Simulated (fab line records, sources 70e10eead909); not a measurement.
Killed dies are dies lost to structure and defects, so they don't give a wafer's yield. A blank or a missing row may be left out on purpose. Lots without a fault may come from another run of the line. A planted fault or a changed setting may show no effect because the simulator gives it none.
Which tool did it? | flow nand_harc | 14 lots, 42 wafers sampled, at 5 steps of a route of 1159

WHAT THE GAUGES READ, wafer by wafer
NHARC_P_ZERO_WELL_CD_MEAS_11: target cd 500 nm. Usual: cd_nm 499.6 nm, standard deviation 1.8.
lot  | measured    | on        | cd_nm (nm)        | flag
L960 | day 1 13:07 | cd_sem-01 | 500.2 499.3 500.4 |
L961 | day 1 19:15 | cd_sem-02 | 495.1 497.2 496.3 |
L962 | day 2 01:22 | cd_sem-01 | 500.4 499.6 499.5 |
L965 | day 2 19:59 | cd_sem-03 | 501.4 499.1 499.6 |
L966 | day 3 01:15 | cd_sem-03 | 498.3 501.0 500.1 |
L967 | day 3 07:53 | cd_sem-01 | 497.1 498.7 499.0 |
L972 | day 4 13:51 | cd_sem-03 | 502.2 501.8 502.0 |
L973 | day 4 19:31 | cd_sem-02 | 501.0 498.7 499.5 |
L974 | day 5 01:14 | cd_sem-03 | 500.8 499.2 502.7 |
L978 | day 6 01:10 | cd_sem-03 | 498.4 498.0 498.9 |
L979 | day 6 07:17 | cd_sem-02 | 498.5 499.2 501.4 |
L980 | day 6 13:15 | cd_sem-03 | 499.8 500.6 500.4 |
L982 | day 7 01:14 | cd_sem-01 | 497.7 501.8 502.5 |
L983 | day 7 07:26 | cd_sem-02 | 500.4 499.9 502.0 |

NHARC_P_ZERO_WELL_CD_MEAS_52: target cd 2000 nm. Usual: cd_nm 2000.1 nm, standard deviation 1.5.
lot  | measured    | on        | cd_nm (nm)           | flag
L960 | day 1 17:39 | cd_sem-01 | 1998.5 2001.4 2001.6 |
L961 | day 1 23:47 | cd_sem-01 | 2000.0 1999.6 1999.8 |
L962 | day 2 05:46 | cd_sem-01 | 1999.0 1997.0 1999.0 |
L965 | day 3 00:21 | cd_sem-01 | 2002.0 2001.5 1998.0 |
L966 | day 3 05:38 | cd_sem-01 | 1997.6 1998.5 1996.5 |
L967 | day 3 12:10 | cd_sem-01 | 2000.0 1997.8 2000.1 |
L972 | day 4 18:15 | cd_sem-02 | 2003.4 2001.0 2001.1 |
L973 | day 4 23:46 | cd_sem-02 | 2001.9 2000.9 2001.2 |
L974 | day 5 05:47 | cd_sem-02 | 2003.8 1999.8 2003.3 |
L978 | day 6 05:58 | cd_sem-03 | 2001.3 2000.0 1999.8 |
L979 | day 6 11:39 | cd_sem-02 | 1998.6 1999.9 1998.5 |
L980 | day 6 17:39 | cd_sem-02 | 1999.0 1999.9 1998.6 |
L982 | day 7 05:45 | cd_sem-02 | 2000.3 1999.0 1998.9 |
L983 | day 7 11:50 | cd_sem-01 | 2001.5 2000.0 1999.8 |

NHARC_END_SORT_01. Usual: killed_at_array 26, standard deviation 10; killed_at_other 0.5, standard deviation 0.87; killed_at_periphery 3.0, standard deviation 2.5; killed_dies 29, standard deviation 11; killed_open 3.3, standard deviation 1.9; killed_short 1.8, standard deviation 1.5.
lot  | measured     | on        | killed_at_array | killed_at_other | killed_at_periphery | killed_dies | killed_open | killed_short | flag
L961 | day 20 05:08 | prober-01 | 22 40 20        | 1 1 0           | 0 0 3               | 23 41 23    | 1 7 5       | 1 3 1        |
L966 | day 20 12:09 | prober-01 | 16 29 34        | 0 0 0           | 6 0 2               | 22 29 36    | 3 1 7       | 1 2 1        |
L972 | day 22 07:30 | prober-02 | 40 47 30        | 0 0 0           | 7 10 13             | 47 57 43    | 2 3 2       | 2 1 0        |
L973 | day 21 20:42 | prober-01 | 16 13 5         | 0 0 1           | 4 4 2               | 20 17 8     | 4 8 3       | 0 3 0        |
L974 | day 23 07:49 | prober-02 | 40 26 34        | 1 0 0           | 2 3 6               | 43 29 40    | 5 4 5       | 2 2 4        |
L978 | day 23 13:57 | prober-02 | 34 31 25        | 0 0 0           | 4 5 1               | 38 36 26    | 5 9 5       | 0 5 1        |
L979 | day 23 22:06 | prober-02 | 31 26 28        | 1 0 5           | 3 2 4               | 35 28 37    | 4 2 5       | 4 0 2        |

WHICH TOOL RAN EACH LOT (tool, then ch and the chambers of the sampled wafers, then the start)
lot  | NHARC_P_ZERO_WELL_PECVD_02     | NHARC_P_ZERO_WELL_DESCUM_13
L960 | pecvd-04 ch 0,1,2, day 1 12:27 | rie_diel-12 ch 0,1,2, day 1 13:17
L961 | pecvd-01 ch 1,2, day 1 18:30   | rie_diel-12 ch 1,3, day 1 19:25
L962 | pecvd-01 ch 0,1,2, day 2 00:34 | rie_diel-08 ch 1,2,3, day 2 01:31
L965 | pecvd-04 ch 0,1,2, day 2 18:37 | rie_diel-12 ch 0,1, day 2 20:08
L966 | pecvd-04 ch 0,2, day 3 00:28   | rie_diel-08 ch 1,2,3, day 3 01:25
L967 | pecvd-04 ch 0,1,2, day 3 06:32 | rie_diel-12 ch 0,2,3, day 3 08:04
L972 | pecvd-01 ch 0,1,2, day 4 12:27 | rie_diel-12 ch 0,2,3, day 4 14:02
L973 | pecvd-02 ch 0,2, day 4 18:43   | rie_diel-12 ch 1,2,3, day 4 19:40
L974 | pecvd-04 ch 1,2, day 5 00:26   | rie_diel-08 ch 0,1,3, day 5 01:28
L978 | pecvd-04 ch 0,1, day 6 00:32   | rie_diel-05 ch 0,1,2, day 6 01:19
L979 | pecvd-02 ch 0,1,2, day 6 06:29 | rie_diel-05 ch 1,2, day 6 07:26
L980 | pecvd-02 ch 0,2, day 6 12:28   | rie_diel-12 ch 0,1,3, day 6 13:25
L982 | pecvd-04 ch 0,2, day 7 00:31   | rie_diel-05 ch 1,2,3, day 7 01:25
L983 | pecvd-02 ch 0,1,2, day 7 06:38 | rie_diel-08 ch 0,1,2, day 7 07:37
- NHARC_P_ZERO_WELL_PECVD_02: deposits SiO2, target thk 10 nm.
- NHARC_P_ZERO_WELL_DESCUM_13: chemistry O2, time 3 s.

WHAT THE TOOLS THEMSELVES READ (means of the sampled wafers that have a number; where no wafer has one, the mark that the record gives instead)
NHARC_P_ZERO_WELL_PECVD_02. Usual: chamber_pressure_Torr 6.502 Torr, standard deviation 0.014.
lot  | tool     | chamber_pressure_Torr (Torr) | flag
L960 | pecvd-04 | 6.496                        |
L961 | pecvd-01 | 6.499                        |
L962 | pecvd-01 | 6.492                        |
L965 | pecvd-04 | 6.505                        |
L966 | pecvd-04 | 6.501                        |
L967 | pecvd-04 | 6.493                        |
L972 | pecvd-01 | 6.497                        |
L973 | pecvd-02 | 6.496                        |
L974 | pecvd-04 | 6.511                        |
L978 | pecvd-04 | 6.493                        |
L979 | pecvd-02 | 6.507                        |
L980 | pecvd-02 | 6.500                        |
L982 | pecvd-04 | 6.496                        |
L983 | pecvd-02 | 6.501                        |

NHARC_P_ZERO_WELL_DESCUM_13. Usual: drypump_motor_current_A 5.8 A, standard deviation 0.5; oes_product_au 0.999 a.u., standard deviation 0.011; rf_vpp_V 57.8 V, standard deviation 0.82; showerhead_plenum_p_Torr 1.92 Torr, standard deviation 0.074; throttle_valve_pct 11.310 %, standard deviation 0.01.
lot  | tool        | drypump_motor_current_A (A) | oes_product_au (a.u.) | rf_vpp_V (V) | showerhead_plenum_p_Torr (Torr) | throttle_valve_pct (%) | flag
L960 | rie_diel-12 | 6.1                         | 0.992                 | 58.0         | 1.96                            | 11.304                 |
L961 | rie_diel-12 | 6.1                         | 0.999                 | 57.3         | 1.95                            | 11.314                 |
L962 | rie_diel-08 | 5.7                         | 1.011                 | 57.5         | 1.86                            | 11.306                 |
L965 | rie_diel-12 | 5.9                         | 0.996                 | 59.0         | 1.92                            | 11.312                 |
L966 | rie_diel-08 | 5.7                         | 1.005                 | 56.6         | 1.86                            | 11.314                 |
L967 | rie_diel-12 | 6.4                         | 0.989                 | 57.8         | 1.97                            | 11.308                 |
L972 | rie_diel-12 | 6.4                         | 0.988                 | 58.5         | 1.97                            | 11.309                 |
L973 | rie_diel-12 | 6.3                         | 0.988                 | 58.2         | 1.99                            | 11.311                 |
L974 | rie_diel-08 | 5.7                         | 1.002                 | 57.2         | 1.84                            | 11.313                 |
L978 | rie_diel-05 | 5.8                         | 0.999                 | 58.6         | 1.94                            | 11.322                 |
L979 | rie_diel-05 | 5.5                         | 0.997                 | 57.1         | 1.90                            | 11.307                 |
L980 | rie_diel-12 | 6.2                         | 0.989                 | 58.3         | 1.92                            | 11.315                 |
L982 | rie_diel-05 | 5.5                         | 1.004                 | 57.9         | 1.94                            | 11.304                 |
L983 | rie_diel-08 | 5.7                         | 1.001                 | 57.9         | 1.82                            | 11.311                 |

THE ANSWER, worked out from the rows above alone
Rule: a lot is off if the mean of its wafers that have a number lies more than 3 standard deviations from the usual mean. A lot without any number at a reading at which 4 lots or more have one is off too. The other lots that the step has rows for count as sound. The gauges are gone through in route order, then the tools' own readings, and for those a lot's mean is taken as printed above. The first step at which some lot is off is used, and at that step the reading that is off furthest; a lot without a number counts as furthest.
No lot is off at any reading shown: from this, nothing can be told.

WHAT THE SIMULATOR HAD PUT IN
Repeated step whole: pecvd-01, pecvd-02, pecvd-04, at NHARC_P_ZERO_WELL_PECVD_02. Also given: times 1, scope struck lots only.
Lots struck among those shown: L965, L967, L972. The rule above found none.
